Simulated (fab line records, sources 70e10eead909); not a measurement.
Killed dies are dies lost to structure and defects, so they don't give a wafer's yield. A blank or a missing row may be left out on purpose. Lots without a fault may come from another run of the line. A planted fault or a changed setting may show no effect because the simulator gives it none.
fab line records | flow nand_harc
record lots=5 wafers=13 last_day=33
route steps=1302 shown A_CHANNEL_FILL_D1@506 A_DECK1_JOINT@518 A_ONON_D2@545 END@1302
lots that met no fault: from a run of the same line without faults
start_h: hours from the record's first day to the start of the lot's first wafer shown | wait_h: hours since the lot's step before | " the same as in the row above | L1.1+2: a row that stands for several wafers | - no value, or no start given | * or withheld: withheld | < > ~ a bound
route shown NAME@n: a module of which the file shows steps, and the number in the route of the first | usual: mean/standard deviation of fault-free wafers | same: alike in all rows | chamber/n: place in a boat | sites: the reading at each site | _std_site: their standard deviation | _edge_site: outer sites' mean less inner sites' | radius_mm: how far each site lies from the wafer's centre | mask NAME#n: copy n | behind: the tool/chamber that last shaped the wafer | hold: why the lot was held/for how many hours/how that ended | device: the transistor (n, p or np) that didn't switch | end of line: the same wafers' tests at the end of the route | a step without rows: its recipe alone | killed: dies lost to structure and defects at the first sort, not the wafer's yield | map: a wafer's dies, x killed, . not, _ none there
set.NAME: the setting as run; set.NAME@STEP: as run at that earlier step | model.NAME: the simulator's own value behind a step, which no gauge read
lots at some steps of the route; a table a step, a row a wafer
services: from which hour (start_h, from the record's first day; less than 0 if before it) a tool's chamber was out of use, for how many hours, and why
## steps
# step NHARC_A_CHANNEL_FILL_D1_THK_MEAS_06
# recipe thk_meas_gauge=ellipsometry
# usual thk_nm=4.9/0.94
# columns lot.wafer tool chamber start_h wait_h thk_nm
L924.3 film_metro-02 - 223.37 0.4 4.5
L924.4 " - " " 6.8
L924.5 " - " " 6.7
L928.1 film_metro-02 - 275.00 0.4 4.7
L928.3 " - " " 5.9
L928.6 " - " " 4.1
L935.1 film_metro-02 - 347.45 0.4 5.8
L935.2 " - " " 5.2
L935.6 " - " " 5.4
L937.2 film_metro-02 - 370.50 0.4 6.4
L945.1 film_metro-02 - 448.80 0.4 4.0
L945.4 " - " " 4.4
L945.5 " - " " 4.1
# step NHARC_A_CHANNEL_FILL_D1_ALD_25
# recipe target_thk_a=600 pulse_time_s=10 ald_cycles=600 temp_c=300 material=SiOx
# usual heater_power_w=453/58 precursor_pulse_height_rel=1.002/0.021
# columns lot.wafer tool chamber start_h wait_h heater_power_w precursor_pulse_height_rel since_wet_clean_h
L924.3 ald_hk-03 2 223.42 0.1 415 0.970 2
L924.4 " 0 224.65 1.3 412 0.998 3
L924.5 " 3 226.50 3.1 478 0.985 -
L928.3 ald_hk-04 2 276.30 1.3 427 1.013 13
L928.1 " 0 278.79 3.8 555 1.008 16
L928.6 " 1 280.03 5.0 456 1.002 -
L935.1 ald_hk-03 3 347.57 0.1 466 1.005 126
L935.2 " 1 348.82 1.4 333 1.002 127
L935.6 " 0 350.69 3.2 430 0.988 -
L937.2 ald_hk-03 0 372.41 1.9 432 0.998 151
L945.4 ald_hk-04 3 449.46 0.7 506 0.976 9
L945.1 " 0 " " 542 0.986 9
L945.5 " 3 451.88 3.1 507 1.019 -
# step NHARC_A_CHANNEL_FILL_D1_ETCHBACK_08
# recipe target_depth_a=2200 time_s=110 c4f8_flow_sccm=20 ar_flow_sccm=withheld rf_w=600 bias_w=300 chemistry=C4F8
# usual oes_product_au=0.96/0.036 rf_vpp_V=440.6/2.7
# columns lot.wafer tool chamber start_h wait_h oes_product_au rf_hours_counter_h rf_vpp_V
L924.4 rie_diel-05 0 - - 0.93 8 444.2
L924.3 " 1 " " 0.92 8 443.0
L924.5 " 3 " " 0.92 - 440.6
L928.1 rie_diel-04 0 - - 0.93 6 438.0
L928.3 " 3 " " 0.93 6 441.7
L928.6 " 1 " " 0.94 - 440.6
L935.2 rie_diel-04 0 - - 0.94 9 439.4
L935.1 " 2 " " 0.93 10 441.9
L935.6 " 1 " " 0.94 - 440.9
L937.2 rie_diel-04 2 - - 1.00 0 441.3
L945.4 rie_diel-04 0 - - 0.98 6 438.5
L945.1 " 3 " " 1.00 5 439.0
L945.5 " 0 " " 0.99 - 438.0
# step NHARC_A_CHANNEL_FILL_D1_STRIP_29
# recipe time_s=20 o2_flow_sccm=500 ar_flow_sccm=0 bias_w=0 chemistry=O2
# usual drypump_motor_current_A=5.6/0.36 oes_product_au=1.001/0.011 rf_vpp_V=57.8/0.85 showerhead_plenum_p_Torr=3.53/0.14 throttle_valve_pct=17.036/0.0082
# columns lot.wafer tool chamber start_h wait_h drypump_motor_current_A oes_product_au rf_hours_counter_h rf_vpp_V showerhead_plenum_p_Torr throttle_valve_pct
L924.3 rie_diel-05 2 - - 5.2 1.003 8 57.6 3.75 17.021
L924.4 " 3 " " 5.4 1.004 7 58.1 3.50 17.026
L924.5 " 2 " " 5.2 0.994 - 57.0 3.75 17.042
L928.3 rie_diel-04 0 - - 5.7 1.008 6 56.9 3.38 17.043
L928.1 " 3 " " 6.2 1.000 6 56.7 3.48 17.034
L928.6 " 1 " " 5.9 1.004 - 58.4 3.49 17.020
L935.2 rie_diel-04 1 - - 6.0 1.013 10 57.4 3.49 17.049
L935.1 " 2 " " 5.2 0.999 10 58.3 3.58 17.030
L935.6 " 1 " " 6.0 1.015 - 57.2 3.49 17.041
L937.2 rie_diel-04 0 376.30 0.2 5.7 0.990 0 58.2 3.37 17.031
L945.4 rie_diel-04 0 - - 5.7 0.990 6 57.6 3.37 17.048
L945.1 " 3 " " 6.2 1.001 5 57.0 3.48 17.040
L945.5 " 1 " " 6.0 0.991 - 56.4 3.49 17.032
# step NHARC_A_CHANNEL_FILL_D1_PRECLEAN_30
# recipe time_s=30 chemistry=dHF
# step NHARC_A_CHANNEL_FILL_D1_SRD_31
# step NHARC_A_CHANNEL_FILL_D1_CVD_09
# recipe target_thk_a=1500 temp_c=620 pressure_mtorr=200 time_s=3000 material=poly-Si
# step NHARC_A_CHANNEL_FILL_D1_CMP_10
# recipe target_thk_nm=150
# usual motor_current_A=12.0/1.4 time_to_endpoint_s=16.6/2.7
# columns lot.wafer tool chamber start_h wait_h motor_current_A time_to_endpoint_s
L924.4 cmp-04 1 235.97 0.4 11.9 18.6
L924.3 " 2 " " 11.4 15.6
L924.5 " 2 " " 11.2 17.4
L928.1 cmp-01 3 290.72 0.4 12.1 17.9
L928.3 " 2 " " 13.1 15.3
L928.6 " 0 " " 12.3 21.7
L935.1 cmp-01 1 359.07 0.4 9.9 11.4
L935.2 " 2 " " 13.0 12.8
L935.6 " 3 " " 12.8 14.5
L937.2 cmp-04 0 382.13 0.4 8.4 11.4
L945.1 cmp-04 2 460.24 0.4 11.2 13.9
L945.4 " 3 " " 12.4 14.1
L945.5 " 2 " " 10.7 16.5
# step NHARC_A_CHANNEL_FILL_D1_SRD_12
# step NHARC_A_CHANNEL_FILL_D1_INSPECT_13
# usual raw_defect_count=314/140
# columns lot.wafer tool chamber start_h wait_h raw_defect_count
L924.3 defect_inspect-02 - 236.38 0.0 768
L924.4 " - " " 387
L924.5 " - " " 423
L928.1 defect_inspect-02 - 291.13 0.0 128
L928.3 " - " " 249
L928.6 " - " " 245
L935.1 defect_inspect-01 - 359.43 0.0 317
L935.2 " - " " 170
L935.6 " - " " 250
L937.2 defect_inspect-02 - 384.83 2.4 232
L945.1 defect_inspect-02 - 460.65 0.0 98
L945.4 " - " " 203
L945.5 " - " " 302
# step NHARC_A_DECK1_JOINT_ETCHBACK_07
# recipe target_depth_a=1050 time_s=26.9 hbr_flow_sccm=150 rf_w=350 icp_w=350 bias_w=60 chemistry=HBr
# usual drypump_motor_current_A=5.7/0.39 oes_product_au=0.997/0.012 throttle_valve_pct=23.265/0.0091
# columns lot.wafer tool chamber start_h wait_h drypump_motor_current_A oes_product_au rf_hours_counter_h throttle_valve_pct
L924.3 rie_si-02 1 236.45 0.1 6.0 0.991 0.9 23.261
L924.4 " 3 " " 5.9 0.966 0.9 23.269
L924.5 " 0 " " 6.3 1.000 - 23.269
L928.3 rie_si-01 1 291.22 0.1 5.8 0.970 0.5 23.249
L928.1 " 2 " " 5.2 0.998 0.6 23.269
L928.6 " 3 " " 6.0 0.989 - 23.283
L935.2 rie_si-01 0 359.49 0.1 5.3 0.990 1.0 23.244
L935.1 " 3 " " 6.0 0.980 1.0 23.263
L935.6 " 1 " " 5.8 0.990 - 23.259
L937.2 rie_si-02 3 384.91 0.1 5.9 0.976 0.6 23.257
L945.4 rie_si-05 1 460.71 0.1 5.9 1.004 0.9 23.266
L945.1 " 2 " " 5.7 0.986 0.9 23.266
L945.5 " 2 " " 5.7 0.986 - 23.288
# step NHARC_A_DECK1_JOINT_ETCH_25
# recipe target_depth_a=5 chemistry=dHF material=SiO2
# step NHARC_A_DECK1_JOINT_ETCH_19
# recipe temp_c=25 target_depth_a=30 chemistry=TMAH material=poly-Si
# step NHARC_A_DECK1_JOINT_ETCH_18
# recipe target_depth_a=30 chemistry=dHF material=SiO2
# step NHARC_A_DECK1_JOINT_WET_08
# recipe temp_c=160 time_s=86 chemistry=H3PO4
# step NHARC_A_DECK1_JOINT_ETCH_09
# recipe target_depth_a=50 chemistry=dHF material=SiO2
# step NHARC_A_DECK1_JOINT_WET_10
# recipe temp_c=160 time_s=86 chemistry=H3PO4
# step NHARC_A_DECK1_JOINT_ETCH_11
# recipe target_depth_a=350 chemistry=dHF material=SiO2
# step NHARC_A_DECK1_JOINT_CVD_12
# recipe target_thk_a=900 temp_c=620 pressure_mtorr=200 time_s=1800 material=poly-Si
# step NHARC_A_DECK1_JOINT_CMP_13
# recipe target_thk_nm=51.023
# step NHARC_A_DECK1_JOINT_THK_MEAS_14
# recipe thk_meas_gauge=ellipsometry
# usual thk_nm=51.5/1.4
# columns lot.wafer tool chamber start_h wait_h thk_nm
L924.3 film_metro-02 - 247.02 0.2 50.6
L924.4 " - " " 50.2
L924.5 " - " " 52.7
L928.1 film_metro-01 - 301.73 0.2 51.3
L928.3 " - " " 52.6
L928.6 " - " " 50.3
L935.1 film_metro-01 - 370.10 0.2 49.9
L935.2 " - " " 52.9
L935.6 " - " " 52.2
L937.2 film_metro-02 - 395.51 0.2 52.3
L945.1 film_metro-01 - 471.11 0.2 51.1
L945.4 " - " " 50.9
L945.5 " - " " 51.8
# step NHARC_A_DECK1_JOINT_SRD_04
# step NHARC_A_DECK1_JOINT_ETCHBACK_00
# recipe target_depth_a=300 time_s=17.4 hbr_flow_sccm=150 rf_w=350 icp_w=350 bias_w=60 chemistry=HBr
# step NHARC_A_DECK1_JOINT_PRECLEAN_30
# recipe time_s=* temp_c=50 bath_age_min=0 chemistry=SC1
# step NHARC_A_DECK1_JOINT_SRD_31
# step NHARC_A_DECK1_JOINT_CVD_34
# recipe target_thk_a=200 temp_c=700 pressure_mtorr=300 material=SiNx
# step NHARC_A_DECK1_JOINT_DEP_06
# recipe target_thk_a=800 temp_c=65 material=SiOx
# step NHARC_A_DECK1_JOINT_CURE_26
# recipe temp_c=150 time_s=32 pressure_atm=0.395
# step NHARC_A_DECK1_JOINT_ANNEAL_27
# recipe temp_c=400 time_s=3600 idle_temp_c=300 ramp_up_c_per_min=10 densification_p_h2o_torr=640
# step NHARC_A_DECK1_JOINT_ANNEAL_28
# recipe temp_c=500 time_s=1800 idle_temp_c=400 ramp_up_c_per_min=10 densification_p_h2o_torr=640
# step NHARC_A_DECK1_JOINT_ANNEAL_29
# recipe temp_c=750 time_s=1800 idle_temp_c=500 ramp_up_c_per_min=10 ramp_down_c_per_min=3
# step NHARC_A_DECK1_JOINT_CMP_02
# recipe material=SiOx
# step NHARC_A_DECK1_JOINT_SRD_15
# step NHARC_A_DECK1_JOINT_DEP_16
# recipe target_thk_a=450 temp_c=400 pressure_torr=6.5 rf_w=900 teos_flow_sccm=161.4 flow_sccm=2650 target_thk_nm=45 gas=O2 material=SiO2
# usual heater_power_w=583/76 throttle_valve_pct=16.0/0.55
# columns lot.wafer tool chamber start_h wait_h heater_power_w since_wet_clean_h throttle_valve_pct
L924.3 pecvd-03 2 272.77 0.1 598 74 16.1
L924.5 " 1 " " 537 - 15.8
L924.4 " 2 " " 599 - 16.1
L928.1 pecvd-03 2 326.78 0.1 581 129 16.4
L928.3 " 0 " " 590 129 16.3
L928.6 " 0 " " 599 - 16.0
L935.2 pecvd-04 2 388.74 0.1 556 106 16.5
L935.1 " 0 " " 656 106 16.7
L935.6 " 1 " " 499 - 15.4
L937.2 pecvd-04 2 418.32 0.1 513 136 16.8
L945.1 pecvd-03 0 492.81 0.1 499 113 16.0
L945.5 " 0 " " 504 - 16.2
L945.4 " 1 " " 591 - 15.8
# step NHARC_A_DECK1_JOINT_THK_MEAS_17
# recipe thk_meas_gauge=ellipsometry
# usual thk_nm=44.8/1.1
# columns lot.wafer tool chamber start_h wait_h thk_nm
L924.3 film_metro-02 - 272.99 0.2 45.8
L924.4 " - " " 45.3
L924.5 " - " " 45.1
L928.1 film_metro-02 - 327.06 0.3 45.5
L928.3 " - " " 43.7
L928.6 " - " " 44.5
L935.1 film_metro-02 - 389.02 0.2 44.8
L935.2 " - " " 44.2
L935.6 " - " " 44.5
L937.2 film_metro-02 - 418.54 0.2 44.2
L945.1 film_metro-02 - 493.06 0.2 45.5
L945.4 " - " " 46.7
L945.5 " - " " 43.8
# step NHARC_A_ONON_D2_DEP_00
# recipe target_thk_a=10000 n2_flow_sccm=2750 n2o_flow_sccm=2000 nh3_flow_sccm=500 sih4_flow_sccm=210 temp_c=400
# columns lot.wafer tool chamber start_h wait_h hold
L924.3+4+5 pecvd_onon-02 0 273.21 0.2 -
L928.1+3+6 pecvd_onon-04 0 327.16 0.1 -
L935.1+2+6 pecvd_onon-03 0 389.12 0.1 -
L937.2 pecvd_onon-04 0 439.66 20.9 await_dispo/20.5h/release
L945.1+4+5 pecvd_onon-02 0 493.17 0.1 -
# step NHARC_A_ONON_D2_THK_MEAS_02
# recipe thk_meas_gauge=ellipsometry
# usual thk_nm=999/10
# columns lot.wafer tool chamber start_h wait_h thk_nm
L924.3 film_metro-02 - 273.61 - 998
L924.4 " - " " 998
L924.5 " - " " 998
L928.1 film_metro-01 - 327.67 - 1006
L928.3 " - " " 1006
L928.6 " - " " 1005
L935.1 film_metro-02 - 389.62 - 1018
L935.2 " - " " 1020
L935.6 " - " " 1020
L937.2 film_metro-02 - 440.12 - 981
L945.1 film_metro-01 - 493.68 - 989
L945.4 " - " " 989
L945.5 " - " " 990
# step NHARC_END_SORT_01
# recipe temp_c=25
# usual killed_at_array=61/26 killed_at_other=0.8/1.1 killed_at_periphery=4.0/2.6 killed_dies=66/26 killed_open=3.1/1.7 killed_short=2.5/1.5
# same gross_dies=677
# columns lot.wafer tool chamber start_h wait_h killed_at_array killed_at_other killed_at_periphery killed_dies killed_open killed_short
L928.1 prober-02 0 626.17 2.5 38 0 2 40 3 3
L928.3 prober-02 0 627.78 3.1 42 0 3 45 5 1
L928.6 prober-02 0 630.19 4.0 48 0 0 48 2 6
L937.2 prober-02 0 733.89 2.8 168 1 5 174 1 1
# killed by level:class
L928.1 A_CHANNEL_HOLE_D2:chamber_film_flake=28 A_SGD_CUT:geometric_particle:short=2 A_CHANNEL_HOLE_D1:chamber_film_flake=2 A_CONTACT:chamber_film_flake=2 P_M1:geometric_particle:open=1 A_CHANNEL_HOLE_D1:geometric_particle:open=1 A_WL_FILL:geometric_particle:open=1 A_CONTACT:geometric_particle:short=1
L928.3 A_CHANNEL_HOLE_D2:chamber_film_flake=33 A_CHANNEL_HOLE_D1:chamber_film_flake=3 P_CONTACT:geometric_particle:open=2 A_CONTACT:chamber_film_flake=2 P_M0:geometric_particle:open=1 A_CHANNEL_FILL_D1:geometric_particle:open=1 A_CONTACT:geometric_particle:short=1 A_CONTACT:geometric_particle:open=1
L928.6 A_CHANNEL_HOLE_D2:chamber_film_flake=25 A_CONTACT:chamber_film_flake=6 A_CHANNEL_HOLE_D1:chamber_film_flake=5 A_ONON_D1:geometric_particle:open=1 A_CHANNEL_HOLE_D1:geometric_particle:short=1 A_CHANNEL_FILL_D1:geometric_particle:short=1 A_ONON_D2:geometric_particle:short=1 A_ONON_D2:geometric_particle:open=1
L937.2 A_DECK1_JOINT:unspecified=76 A_SLIT:chamber_film_flake=41 A_CHANNEL_HOLE_D1:chamber_film_flake=19 A_CHANNEL_HOLE_D2:chamber_film_flake=17 P_M0:chamber_film_flake=5 A_SGD_CUT:chamber_film_flake=5 A_CONTACT:chamber_film_flake=4 A_CHANNEL_FILL_D1:chamber_film_flake=2
# map L937.2 (x killed, . not)
____________.____________
_________......._________
_______........x.._______
______..........x..______
_____..............._____
____...............x.____
____x...........xxx..____
___x......x...xxx.....___
___xxx.......xxxxxx..x___
__xxx.........xxxxx....__
__xx.xx.......xxxxx....__
_xxxx.xx.x.x..xxxxx....x_
_xxxxxxx.x..x...xxx....._
_.xxxxx.......x..x......_
_.xxxxxxx.......xxxx...._
_xxxxxxxx......x........_
xxxxxxxxx.......x........
.xxxxxxxxx.....xx..x.....
xxxxxxxx......x..x.......
xxxxxxx.x.....x.xxxx.....
x.xxxxx..x.....x..x......
_xxxxxx........xx...x..._
_.xx.x.................._
_...xx.............x...._
_......x..........x....._
_x............x...xx...._
__..........x..........__
__.x...............x...__
___..............x...x___
___...................___
____..............x..____
____...x.............____
_____..............._____
______.............______
_______..........._______
_________......._________
____________.____________
# map L924.3 (x killed, . not)
____________.____________
_________......._________
_______..x........_______
______.............______
_____..............._____
____.................____
____.................____
___...................___
___............x......___
__.....................__
__.....................__
_x......................_
_.....................x._
_......................._
_......................._
_........x.x...........x_
.................x...x...
.........................
.........................
.............x..x........
............x.xx.x.......
_...........x.xxxx......_
_...........xxxxxx......_
_...........xxxxxx......_
_.........x..xxxx......._
_.......xx..xxxxxxx....._
__.........xxxxxx......__
__..........xxxxx..x...__
___...x.....xxxxx.....___
___.....x...xx.x...x..___
____.................____
____.........x.x.....____
_____..............._____
______......x......______
_______....x......_______
_________......._________
____________.____________
## services
# columns tool chamber start_h hours kind
cmp-04 - 209.19 4.0 pm
rie_diel-05 - 229.60 9.0 pm
ald_hk-04 - 231.12 0.7 repair
ald_hk-04 - 254.08 10.0 pm
rie_si-01 3 255.65 12.0 repair
pecvd-03 - 258.01 0.9 repair
cmp-01 - 258.19 1.1 repair
cmp-01 - 283.50 4.0 pm
cmp-04 - 307.19 4.0 pm
pecvd-03 0 320.85 1.7 repair
cmp-01 - 332.68 0.9 repair
rie_diel-04 3 346.67 5.6 repair
rie_diel-04 3 354.84 5.3 repair
rie_diel-04 - 354.93 9.0 pm
cmp-01 - 361.38 0.3 repair
rie_diel-05 0 364.54 1.2 repair
ald_hk-04 - 365.01 0.6 repair
pecvd-03 1 365.62 5.0 repair
pecvd_onon-02 - 366.00 13.0 pm
pecvd-03 - 366.52 13.0 pm
rie_diel-04 1 375.32 6.9 repair
ald_hk-03 - 390.94 10.0 pm
cmp-04 - 405.19 4.0 pm
cmp-04 - 425.74 5.9 repair
## key
first_sign step=NHARC_END_SORT_01 reading=killed_dies direction=up sigmas=4.2 usual=66 struck=174
effect step=NHARC_END_SORT_01 reading=killed_at_array direction=up sigmas=4.2 usual=61 struck=168
more_kills_born_at NHARC_A_DECK1_JOINT_ETCHBACK_07@rie_si-02=76
met_at NHARC_A_DECK1_JOINT_ETCHBACK_07
struck_wafers L937.2
tester_left_out L937
onset_between 236.45 384.91
also_fits NHARC_A_CHANNEL_FILL_D1_ALD_25:ald_hk-03,NHARC_A_DECK1_JOINT_DEP_16:pecvd-04
fault kind=chamber_particle_source tool=rie_si-02 chamber=3 onset_h=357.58 steps=NHARC_A_DECK1_JOINT_ETCHBACK_07 rate_per_visit_cm2=0.67194 end_h=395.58
# tester_left_out: of these lots the tester's yield and bins aren't shown, on N5 and GAA mostly nor the transistor test; their killed dies are dies lost to structure and defects alone, not to doping, threshold or leakage, so they don't give the yield
